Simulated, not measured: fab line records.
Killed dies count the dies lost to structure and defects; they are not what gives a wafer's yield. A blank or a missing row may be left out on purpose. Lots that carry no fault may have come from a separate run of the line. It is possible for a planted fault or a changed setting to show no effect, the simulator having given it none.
fab line records + flow n5Finfet
[record]
- lots = 9
- wafers = 27
- lastDay = 18
route steps=1938 shown MOL_CONTACT_COAG@589 BEOL_M4@1111 PASSIVATION@1936
lots that met no fault: from a run of the same line without faults
startH: hours from the record's opening day to when the first of the lot's shown wafers began + waitH: hours since the lot's step before + " as in the row above + L1.1+2: several wafers, shown together as one row + - no value, or no start given + * or withheld: withheld + < > ~ a bound
route shown NAME@n: a module of which the file shows steps, and the number in the route of the first + usual: mean and standard deviation over wafers with no fault + same: alike in all rows + chamber/n: place in a boat + sites: per-site readings + _std_site: the values' standard deviation + _edge_site: inner sites' mean taken away from outer sites' mean + radiusMm: for every site, how far away it sits from the centre of the wafer + mask NAME#n: copy n + behind: tool/chamber where the wafer was last shaped + hold: why the lot was held/for how many hours/how that ended + device: names the non-switching transistor (n, p or np) + end of line: the same wafers' tests at the end of the route + a step without rows: its recipe alone + killed: dies that structure and defects cost at the first sort, which is not the same as the wafer's yield + map: a wafer's dies, x killed, . not, _ none there
set.NAME: the run value of the setting; set.NAME@STEP: its run value at that earlier step + model.NAME: the simulator's own value behind a step, which no gauge read
route steps across a sampled set of lots; one table per step, one row per wafer
services: when a tool's chamber went out of use (startH, in hours from the record's first day, below 0 if earlier), for how many hours, and the reason
[[steps]]
[step N5_MOL_CONTACT_COAG_STRIP_119]
[recipe]
- chemistry = N2/H2
- timeS = 30
- powerW = 1000
- tempC = 250
- pressureMtorr = withheld
- n2FlowSccm = 1750
- h2FlowSccm = 3250
[usual]
- drypumpMotorCurrentA = 5.94/0.13
- heaterPowerW = 291/36
| lot.wafer | tool           | chamber | startH | waitH | drypumpMotorCurrentA | heaterPowerW | rfHoursCounterH |
|-----------|----------------|---------|--------|-------|----------------------|--------------|-----------------|
| L113.1    | plasmaAsher-01 | 1       | 104.48 | 0.4   | 5.91                 | 326          | 95              |
| L113.4    | "              | 1       | "      | "     | 5.91                 | 326          | -               |
| L113.6    | "              | 1       | "      | "     | 5.90                 | 329          | -               |
| L114.3    | plasmaAsher-01 | 0       | 109.15 | 0.1   | 6.11                 | 352          | -               |
| L114.4    | "              | 1       | "      | "     | 5.90                 | 321          | -               |
| L114.5    | "              | 0       | "      | "     | 6.08                 | 335          | -               |
| L120.2    | plasmaAsher-01 | 1       | 141.10 | 0.1   | 5.91                 | 323          | 103             |
| L120.4    | "              | 1       | "      | "     | 5.91                 | 325          | -               |
| L120.6    | "              | 0       | "      | "     | 6.07                 | 339          | -               |
| L121.1    | plasmaAsher-02 | 1       | 155.21 | 0.1   | 5.78                 | 280          | 49              |
| L121.2    | "              | 0       | "      | "     | 6.04                 | 250          | 49              |
| L121.6    | "              | 0       | "      | "     | 6.03                 | 252          | -               |
| L126.3    | plasmaAsher-02 | 1       | 180.56 | 0.1   | 5.77                 | 281          | -               |
| L126.4    | "              | 0       | "      | "     | 6.02                 | 250          | -               |
| L126.6    | "              | 1       | "      | "     | 5.78                 | 280          | -               |
| L128.4    | plasmaAsher-02 | 1       | 191.70 | 0.1   | 5.76                 | 280          | -               |
| L128.5    | "              | 1       | "      | "     | 5.79                 | 281          | -               |
| L128.6    | "              | 0       | "      | "     | 6.06                 | 249          | -               |
| L130.1    | plasmaAsher-02 | 1       | 206.11 | 0.1   | 5.76                 | 281          | 58              |
| L130.2    | "              | 0       | "      | "     | 6.03                 | 251          | 58              |
| L130.3    | "              | 0       | "      | "     | 6.02                 | 248          | -               |
| L133.1    | plasmaAsher-02 | 1       | 220.49 | 0.1   | 5.77                 | 276          | 61              |
| L133.4    | "              | 1       | "      | "     | 5.75                 | 278          | -               |
| L133.6    | "              | 1       | "      | "     | 5.77                 | 282          | -               |
| L134.1    | plasmaAsher-02 | 1       | 230.19 | 0.1   | 5.79                 | 293          | 63              |
| L134.3    | "              | 1       | "      | "     | 5.81                 | 282          | -               |
| L134.4    | "              | 0       | "      | "     | 6.02                 | 259          | -               |
[step N5_MOL_CONTACT_COAG_CD_MEAS_137]
[recipe]
- targetCdNm = 16
[usual]
- cdNm = 16.0/0.35
| lot.wafer | tool     | chamber | startH | waitH | cdNm |
|-----------|----------|---------|--------|-------|------|
| L113.1    | cdSem-02 | -       | 104.62 | 0.0   | 16.0 |
| L113.4    | "        | -       | "      | "     | 15.7 |
| L113.6    | "        | -       | "      | "     | 15.9 |
| L114.3    | cdSem-01 | -       | 109.28 | 0.0   | 15.2 |
| L114.4    | "        | -       | "      | "     | 16.3 |
| L114.5    | "        | -       | "      | "     | 16.7 |
| L120.2    | cdSem-02 | -       | 141.25 | 0.0   | 15.4 |
| L120.4    | "        | -       | "      | "     | 15.3 |
| L120.6    | "        | -       | "      | "     | 15.7 |
| L121.1    | cdSem-01 | -       | 155.36 | 0.0   | 16.1 |
| L121.2    | "        | -       | "      | "     | 15.9 |
| L121.6    | "        | -       | "      | "     | 16.1 |
| L126.3    | cdSem-03 | -       | 180.69 | 0.0   | 16.1 |
| L126.4    | "        | -       | "      | "     | 15.7 |
| L126.6    | "        | -       | "      | "     | 15.6 |
| L128.4    | cdSem-01 | -       | 191.83 | 0.0   | 15.4 |
| L128.5    | "        | -       | "      | "     | 15.5 |
| L128.6    | "        | -       | "      | "     | 15.8 |
| L130.1    | cdSem-03 | -       | 206.25 | 0.0   | 15.9 |
| L130.2    | "        | -       | "      | "     | 16.8 |
| L130.3    | "        | -       | "      | "     | 16.1 |
| L133.1    | cdSem-01 | -       | 220.64 | 0.0   | 15.8 |
| L133.4    | "        | -       | "      | "     | 16.0 |
| L133.6    | "        | -       | "      | "     | 15.9 |
| L134.1    | cdSem-02 | -       | 230.33 | 0.0   | 16.0 |
| L134.3    | "        | -       | "      | "     | 16.0 |
| L134.4    | "        | -       | "      | "     | 16.1 |
[step N5_MOL_CONTACT_COAG_ETCHBACK_134]
[recipe]
- chemistry = CHF3
- target = SiO2
- targetDepthA = 100
- timeS = 6.7
- ionEnergyEv = 200
- pressureMtorr = 30
- sourceW = 610
- biasW = 170
- Ar_flow_sccm = 200
- CHF3_flow_sccm = 50
[usual]
- chamberPressureMTorr = 29.999/0.027
- drypumpMotorCurrentA = 5.7/0.59
- mfcArSccm = 200.0/0.63
- oesProductAu = 0.74/0.05
- rfVppV = 529/11
- showerheadPlenumPTorr = 2.36/0.085
- throttleValvePct = 18.8/0.31
| lot.wafer | tool       | chamber | startH | waitH | chamberPressureMTorr | drypumpMotorCurrentA | mfcArSccm | oesProductAu | rfHoursCounterH | rfVppV | showerheadPlenumPTorr | throttleValvePct |
|-----------|------------|---------|--------|-------|----------------------|----------------------|-----------|--------------|-----------------|--------|-----------------------|------------------|
| L113.1    | rieDiel-06 | 0       | 105.81 | 0.1   | 29.991               | 5.8                  | 200.6     | 0.71         | 198             | 508    | 2.26                  | 18.9             |
| L113.4    | "          | 3       | "      | "     | 30.034               | 5.0                  | 200.5     | 0.74         | 156             | 527    | 2.29                  | 18.3             |
| L113.6    | "          | 1       | "      | "     | 29.969               | 5.5                  | 200.9     | 0.73         | -               | 541    | 2.28                  | 19.1             |
| L114.3    | rieDiel-06 | 2       | 110.05 | 0.1   | 29.965               | 4.9                  | 200.9     | 0.70         | 186             | 532    | 2.47                  | 19.2             |
| L114.4    | "          | 1       | "      | "     | 29.995               | 5.5                  | 200.0     | 0.74         | 161             | 542    | 2.28                  | 19.1             |
| L114.5    | "          | 3       | "      | "     | 30.023               | 5.0                  | 200.9     | 0.74         | -               | 527    | 2.29                  | 18.3             |
| L120.2    | rieDiel-06 | 2       | 142.14 | 0.1   | 29.981               | 4.9                  | 200.5     | 0.69         | 195             | 534    | 2.47                  | 19.2             |
| L120.4    | "          | 2       | "      | "     | 29.974               | 4.9                  | 200.4     | 0.67         | -               | 534    | 2.47                  | 19.2             |
| L120.6    | "          | 1       | "      | "     | 29.926               | 5.4                  | 200.9     | 0.71         | -               | 541    | 2.28                  | 19.1             |
| L121.1    | rieDiel-06 | 1       | 157.81 | 0.2   | 29.982               | 5.5                  | 200.0     | 0.94         | 182             | 542    | 2.27                  | 19.2             |
| L121.2    | "          | 0       | "      | "     | 29.986               | 5.8                  | 199.9     | 0.93         | 208             | 508    | 2.25                  | 19.0             |
| L121.6    | "          | 2       | "      | "     | 29.983               | 4.9                  | 199.1     | 0.91         | -               | 533    | 2.47                  | 19.3             |
| L126.3    | rieDiel-06 | 0       | 181.74 | 0.1   | 30.007               | 5.8                  | 200.1     | 0.92         | 217             | 509    | 2.25                  | 19.0             |
| L126.4    | "          | 1       | "      | "     | 29.990               | 5.5                  | 199.8     | 0.94         | 192             | 541    | 2.27                  | 19.2             |
| L126.6    | "          | 1       | "      | "     | 30.055               | 5.5                  | 200.2     | 0.94         | -               | 542    | 2.27                  | 19.2             |
| L128.4    | rieDiel-06 | 1       | 193.13 | 0.1   | 30.016               | 5.5                  | 200.3     | 0.94         | 195             | 543    | 2.27                  | 19.2             |
| L128.5    | "          | 2       | "      | "     | 30.018               | 4.9                  | 200.7     | 0.89         | -               | 534    | 2.46                  | 19.3             |
| L128.6    | "          | 3       | "      | "     | 30.012               | 5.0                  | 199.3     | 0.95         | -               | 526    | 2.28                  | 18.4             |
| L130.1    | rieDiel-02 | 2       | 207.14 | 0.1   | 29.987               | 6.1                  | 199.9     | 0.76         | 120             | 532    | 2.39                  | 18.7             |
| L130.2    | "          | 3       | "      | "     | 30.001               | 5.7                  | 200.4     | 0.71         | 212             | 520    | 2.37                  | 19.0             |
| L130.3    | "          | 1       | "      | "     | 30.029               | 6.7                  | 200.2     | 0.81         | 89              | 514    | 2.52                  | 18.5             |
| L133.1    | rieDiel-05 | 1       | 221.55 | 0.1   | 30.007               | 6.7                  | 200.3     | 0.75         | 127             | 532    | 2.41                  | 18.5             |
| L133.4    | "          | 0       | "      | "     | 29.997               | 6.4                  | 200.0     | 0.81         | 110             | 537    | 2.41                  | 18.8             |
| L133.6    | "          | 1       | "      | "     | 30.018               | 6.7                  | 200.3     | 0.76         | -               | 534    | 2.41                  | 18.5             |
| L134.1    | rieDiel-02 | 3       | 231.14 | 0.1   | 29.993               | 5.7                  | 199.6     | 0.70         | 221             | 519    | 2.37                  | 19.0             |
| L134.3    | "          | 0       | "      | "     | 30.028               | 5.7                  | 198.9     | 0.76         | 165             | 542    | 2.37                  | 18.8             |
| L134.4    | "          | 1       | "      | "     | 29.955               | 6.7                  | 200.3     | 0.80         | 96              | 515    | 2.51                  | 18.5             |
[step N5_MOL_CONTACT_COAG_ETCH_67]
[recipe]
- chemistry = N2/H2
- target = SOC
- targetDepthA = 600
- overetchA = 210
- maskMaterial = SiARC
- tempC = 40
- timeS = 101.2
- ionEnergyEv = 200
- pressureMtorr = 30
- sourceW = 840
- biasW = 150
- n2FlowSccm = 200
- h2FlowSccm = 200
[usual]
- chamberPressureMTorr = 30.002/0.027
- drypumpMotorCurrentA = 5.7/0.59
- oesProductAu = 0.62/0.039
- rfVppV = 523.1/2.5
- showerheadPlenumPTorr = 2.52/0.086
- throttleValvePct = 17.9/0.34
| lot.wafer | tool       | chamber | startH | waitH | chamberPressureMTorr | drypumpMotorCurrentA | oesProductAu | rfHoursCounterH | rfVppV | showerheadPlenumPTorr | throttleValvePct |
|-----------|------------|---------|--------|-------|----------------------|----------------------|--------------|-----------------|--------|-----------------------|------------------|
| L113.1    | rieDiel-06 | 0       | 105.85 | 0.0   | 30.014               | 5.8                  | 0.60         | 198             | 521.3  | 2.41                  | 18.1             |
| L113.4    | "          | 3       | "      | "     | 30.020               | 5.0                  | 0.62         | 156             | 521.4  | 2.45                  | 17.4             |
| L113.6    | "          | 1       | "      | "     | 30.039               | 5.5                  | 0.62         | -               | 521.2  | 2.43                  | 18.2             |
| L114.3    | rieDiel-06 | 2       | 110.08 | 0.0   | 30.006               | 4.9                  | 0.59         | 186             | 525.2  | 2.63                  | 18.2             |
| L114.4    | "          | 1       | "      | "     | 30.027               | 5.5                  | 0.61         | 161             | 520.9  | 2.43                  | 18.2             |
| L114.5    | "          | 3       | "      | "     | 30.026               | 5.0                  | 0.62         | -               | 521.5  | 2.45                  | 17.5             |
| L120.2    | rieDiel-06 | 2       | 142.18 | 0.0   | 30.063               | 4.9                  | 0.59         | 195             | 525.5  | 2.63                  | 18.2             |
| L120.4    | "          | 2       | "      | "     | 30.019               | 4.9                  | 0.59         | -               | 526.3  | 2.63                  | 18.2             |
| L120.6    | "          | 1       | "      | "     | 30.003               | 5.5                  | 0.60         | -               | 520.3  | 2.43                  | 18.2             |
| L121.1    | rieDiel-06 | 1       | 157.84 | 0.0   | 29.996               | 5.5                  | 0.60         | 182             | 519.9  | 2.42                  | 18.3             |
| L121.2    | "          | 0       | "      | "     | 29.979               | 5.8                  | 0.60         | 208             | 521.0  | 2.41                  | 18.1             |
| L121.6    | "          | 2       | "      | "     | 30.009               | 4.9                  | 0.59         | -               | 524.8  | 2.63                  | 18.2             |
| L126.3    | rieDiel-06 | 0       | 181.78 | 0.0   | 30.001               | 5.8                  | 0.59         | 217             | 519.1  | 2.40                  | 18.1             |
| L126.4    | "          | 1       | "      | "     | 30.018               | 5.5                  | 0.59         | 192             | 520.3  | 2.42                  | 18.3             |
| L126.6    | "          | 1       | "      | "     | 30.004               | 5.5                  | 0.60         | -               | 520.9  | 2.42                  | 18.3             |
| L128.4    | rieDiel-06 | 1       | 193.16 | 0.0   | 29.998               | 5.5                  | 0.59         | 195             | 519.2  | 2.42                  | 18.3             |
| L128.5    | "          | 2       | "      | "     | 30.002               | 4.9                  | 0.58         | -               | 525.4  | 2.62                  | 18.3             |
| L128.6    | "          | 3       | "      | "     | 29.965               | 5.0                  | 0.61         | -               | 519.5  | 2.44                  | 17.5             |
| L130.1    | rieDiel-02 | 2       | 207.17 | 0.0   | 30.020               | 6.1                  | 0.65         | 120             | 524.7  | 2.56                  | 17.9             |
| L130.2    | "          | 3       | "      | "     | 30.009               | 5.7                  | 0.59         | 212             | 523.5  | 2.50                  | 17.9             |
| L130.3    | "          | 1       | "      | "     | 30.007               | 6.7                  | 0.68         | 89              | 528.1  | 2.67                  | 17.4             |
| L133.1    | rieDiel-05 | 1       | 221.59 | 0.0   | 30.027               | 6.7                  | 0.65         | 127             | 523.1  | 2.55                  | 17.5             |
| L133.4    | "          | 0       | "      | "     | 30.065               | 6.4                  | 0.67         | 110             | 525.1  | 2.56                  | 17.8             |
| L133.6    | "          | 1       | "      | "     | 30.008               | 6.7                  | 0.63         | -               | 523.5  | 2.55                  | 17.5             |
| L134.1    | rieDiel-02 | 3       | 231.17 | 0.0   | 29.984               | 5.7                  | 0.60         | 221             | 524.8  | 2.49                  | 17.9             |
| L134.3    | "          | 0       | "      | "     | 30.003               | 5.7                  | 0.64         | 165             | 523.0  | 2.52                  | 17.8             |
| L134.4    | "          | 1       | "      | "     | 30.006               | 6.7                  | 0.67         | 97              | 527.1  | 2.66                  | 17.4             |
[step N5_BEOL_M4_RC_MEAS_101]
[usual]
- DIBL_N = 36.3/2
- DIBL_P = 36.3/2.4
- IOFF_N = 0.16/0.034
- IOFF_P = 0.21/0.035
- ION_N = 672/12
- ION_P = 459/6.5
- SS_N = 71.6/0.67
- SS_P = 73.3/0.71
- VT_N = 250/3.5
- VT_P = -251/3
| lot.wafer | tool      | chamber | startH | waitH | DIBL_N[mV/V] | DIBL_P[mV/V] | IOFF_N[nA/um] | IOFF_P[nA/um] | ION_N[uA/um] | ION_P[uA/um] | SS_N[mV/dec] | SS_P[mV/dec] | VT_N[mV] | VT_P[mV] |
|-----------|-----------|---------|--------|-------|--------------|--------------|---------------|---------------|--------------|--------------|--------------|--------------|----------|----------|
| L113.1    | prober-02 | 0       | 168.43 | 0.0   | 35.2         | 33.4         | 0.12          | 0.18          | 658          | 453          | 71.4         | 72.0         | 252      | -254     |
| L113.4    | "         | 0       | "      | "     | 37.8         | 36.8         | 0.17          | 0.23          | 676          | 464          | 71.9         | 73.4         | 248      | -248     |
| L113.6    | "         | 0       | "      | "     | 35.8         | 34.4         | 0.14          | 0.19          | 672          | 459          | 71.5         | 72.6         | 252      | -250     |
| L114.3    | prober-01 | 0       | 171.06 | 0.3   | 35.5         | 35.7         | 0.15          | 0.20          | 662          | 458          | 71.6         | 73.3         | 250      | -251     |
| L114.4    | "         | 0       | "      | "     | 35.7         | 35.9         | 0.15          | 0.21          | 661          | 459          | 71.4         | 72.8         | 254      | -251     |
| L114.5    | "         | 0       | "      | "     | 34.9         | 34.7         | 0.13          | 0.19          | 655          | 450          | 71.9         | 72.6         | 251      | -251     |
| L120.2    | prober-02 | 0       | 219.97 | 0.2   | 31.6         | 31.6         | 0.11          | 0.16          | 650          | 451          | 71.4         | 72.7         | 258      | -253     |
| L120.4    | "         | 0       | "      | "     | 33.2         | 33.4         | 0.13          | 0.18          | 660          | 457          | 70.7         | 72.2         | 252      | -251     |
| L120.6    | "         | 0       | "      | "     | 33.5         | 34.0         | 0.14          | 0.20          | 668          | 458          | 71.6         | 73.1         | 251      | -248     |
| L121.1    | prober-02 | 0       | 253.69 | 0.0   | 36.3         | 35.8         | 0.16          | 0.24          | 670          | 465          | 72.2         | 72.4         | 252      | -246     |
| L121.2    | "         | 0       | "      | "     | 34.7         | 33.7         | 0.13          | 0.20          | 658          | 463          | 71.6         | 72.2         | 251      | -250     |
| L121.6    | "         | 0       | "      | "     | 33.9         | 32.3         | 0.11          | 0.17          | 627          | 450          | 72.0         | 72.4         | 259      | -250     |
| L126.3    | prober-01 | 0       | 261.57 | 0.3   | 35.5         | 37.5         | 0.15          | 0.22          | 664          | 458          | 72.0         | 73.6         | 253      | -248     |
| L126.4    | "         | 0       | "      | "     | 36.9         | 38.8         | 0.19          | 0.23          | 671          | 459          | 72.6         | 73.9         | 249      | -249     |
| L126.6    | "         | 0       | "      | "     | 38.3         | 40.6         | 0.22          | 0.28          | 679          | 465          | 72.3         | 74.3         | 244      | -247     |
| L128.4    | prober-01 | 0       | 286.85 | 0.5   | 33.0         | 33.7         | 0.12          | 0.18          | 658          | 457          | 71.0         | 72.3         | 253      | -250     |
| L128.5    | "         | 0       | "      | "     | 36.1         | 36.9         | 0.17          | 0.23          | 656          | 454          | 71.5         | 73.2         | 250      | -248     |
| L128.6    | "         | 0       | "      | "     | 35.6         | 36.2         | 0.15          | 0.22          | 669          | 455          | 71.2         | 73.1         | 250      | -251     |
| L130.1    | prober-02 | 0       | 293.28 | 0.0   | 39.6         | 39.7         | 0.21          | 0.25          | 684          | 467          | 72.5         | 73.8         | 244      | -249     |
| L130.2    | "         | 0       | "      | "     | 39.0         | 39.1         | 0.19          | 0.24          | 676          | 463          | 72.7         | 73.7         | 249      | -249     |
| L130.3    | "         | 0       | "      | "     | 37.7         | 38.0         | 0.17          | 0.22          | 674          | 470          | 72.5         | 73.3         | 251      | -251     |
| L133.1    | prober-02 | 0       | 296.20 | 0.0   | 36.1         | 35.6         | 0.18          | 0.19          | 695          | 465          | 71.7         | 73.0         | 246      | -253     |
| L133.4    | "         | 0       | "      | "     | 35.3         | 35.6         | 0.17          | 0.19          | 681          | 459          | 71.2         | 72.9         | 247      | -252     |
| L133.6    | "         | 0       | "      | "     | 33.6         | 32.8         | 0.13          | 0.15          | 672          | 451          | 71.2         | 72.8         | 252      | -256     |
| L134.1    | prober-01 | 0       | 317.86 | 0.0   | 37.9         | 38.8         | 0.20          | 0.25          | 699          | 473          | 72.3         | 74.4         | 245      | -248     |
| L134.3    | "         | 0       | "      | "     | 37.1         | 37.0         | 0.18          | 0.22          | 679          | 463          | 71.9         | 73.8         | 246      | -249     |
| L134.4    | "         | 0       | "      | "     | 40.2         | 40.1         | 0.24          | 0.28          | 693          | 469          | 72.8         | 74.6         | 243      | -250     |
[step N5_PASSIVATION_PROBE_49]
[usual]
- defectLimitedYield = 91.4/1.5
- killed_at_M0_to_M3 = 33/11
- killed_at_M4_up = 14/5.3
- killedAtContacts = 13/6.2
- killedAtFrontEnd = 39/13
- killedAtOther = 3.1/2.8
- killedDies = 102/17
- killedOpen = 68/13
- killedShort = 32/7.8
- sort_bin_5_function = 5.1/0.95
- sort_bin_6_memory = 3.2/0.7
- sort_bin_8_speed = 0.02/0.16
- sortNPass = 1078/18
- sortYieldPct = 91.3/1.5
[same]
- grossDies = 1180
- killedAtBackSide = 0
- sort_bin_4_leakage[%] = 0
| lot.wafer | tool      | chamber | startH | waitH | defectLimitedYield[%] | killed_at_M0_to_M3 | killed_at_M4_up | killedAtContacts | killedAtFrontEnd | killedAtOther | killedDies | killedOpen | killedShort | sort_bin_5_function[%] | sort_bin_6_memory[%] | sort_bin_8_speed[%] | sortNPass | sortYieldPct[%] |
|-----------|-----------|---------|--------|-------|-----------------------|--------------------|-----------------|------------------|------------------|---------------|------------|------------|-------------|------------------------|----------------------|---------------------|-----------|-----------------|
| L126.4    | prober-01 | -       | 373.21 | 0.2   | 90.8                  | 28                 | 15              | 15               | 49               | 1             | 108        | 79         | 28          | 5.3                    | 3.5                  | 0                   | 1072      | 90.8            |
| L128.4    | prober-02 | -       | 388.78 | 0.2   | 89.8                  | 29                 | 8               | 20               | 53               | 10            | 120        | 75         | 42          | 5.4                    | 4.4                  | 0                   | 1060      | 89.8            |
| L128.5    | prober-02 | -       | 388.83 | 0.2   | 92.1                  | 25                 | 11              | 18               | 36               | 3             | 93         | 53         | 40          | 4.7                    | 3.0                  | 0                   | 1087      | 92.1            |
| L128.6    | prober-02 | -       | 388.88 | 0.3   | 90.3                  | 38                 | 12              | 16               | 47               | 1             | 114        | 77         | 37          | 5.7                    | 3.6                  | 0                   | 1066      | 90.3            |
// killed by level:class
L126.4 STI_FIN_REVEAL:geometricParticle:open=18 MOL_CONTACT_COAG:geometricParticle:open=12 BEOL_M1:geometricParticle:open=9 FIN_SAQP:geometricParticle:open=8 FIN_SAQP:geometricParticle:short=6 BEOL_M2:geometricParticle:open=6 BEOL_M4:geometricParticle:open=6 BEOL_M0_SAQP:geometricParticle:short=5
L128.4 MOL_CONTACT_COAG:geometricParticle:open=18 STI_FIN_REVEAL:geometricParticle:open=14 FIN_SAQP:geometricParticle:short=11 BEOL_M2:geometricParticle:open=9 FIN_SAQP:geometricParticle:open=7 BEOL_M0_SAQP:geometricParticle:short=6 GATE_CUT:geometricParticle:short=5 STARTING-WAFER:geometricParticle:short=5
L128.5 MOL_CONTACT_COAG:geometricParticle:open=15 BEOL_M2:geometricParticle:open=10 FIN_SAQP:geometricParticle:short=9 FIN_SAQP:geometricParticle:open=7 GATE_CUT:geometricParticle:short=7 BEOL_M4:geometricParticle:short=5 BEOL_M0_SAQP:geometricParticle:short=4 MOL_CONTACT_COAG:geometricParticle:short=3
L128.6 MOL_CONTACT_COAG:geometricParticle:open=13 DUMMY_GATE:geometricParticle:open=10 BEOL_M4:geometricParticle:open=10 BEOL_M0_SAQP:geometricParticle:short=10 BEOL_M2:geometricParticle:open=9 FIN_SAQP:geometricParticle:short=8 FIN_SAQP:geometricParticle:open=7 BEOL_M0_SAQP:geometricParticle:open=7
[[services]]
| tool           | chamber | startH | hours | kind   |
|----------------|---------|--------|-------|--------|
| rieDiel-02     | 1       | 96.54  | 4.5   | repair |
| rieDiel-05     | 3       | 102.56 | 2.6   | repair |
| plasmaAsher-02 | -       | 104.06 | 2.8   | pm     |
| rieDiel-06     | 2       | 122.85 | 3.9   | repair |
| rieDiel-06     | 0       | 138.95 | 18.3  | repair |
| rieDiel-05     | -       | 146.10 | 14.6  | pm     |
| rieDiel-05     | 0       | 161.45 | 14.5  | repair |
| rieDiel-05     | 2       | 176.47 | 4.3   | repair |
| rieDiel-02     | -       | 212.23 | 1.0   | repair |
| rieDiel-06     | -       | 227.77 | 0.4   | repair |
| rieDiel-05     | 3       | 229.94 | 6.9   | repair |
[[key]]
[firstSign]
- step = N5_MOL_CONTACT_COAG_ETCHBACK_134
- reading = oesProductAu
- direction = up
- sigmas = 3.8
- usual = 0.74
- struck = 0.93
effect none on later readings
metAt N5_MOL_CONTACT_COAG_ETCHBACK_134
struckLots L121,L126,L128
notActingAt N5_MOL_CONTACT_COAG_STRIP_119,N5_MOL_CONTACT_COAG_CD_MEAS_137,N5_MOL_CONTACT_COAG_ETCH_67
onsetBetween 142.14 157.81
[fault]
- kind = processParameterDrift
- tool = rieDiel-06
- chamber = -
- onsetH = 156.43
- steps = N5_MOL_CONTACT_COAG_ETCHBACK_134
- channel = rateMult
- offset = 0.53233
- shape = step
- endH = 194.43
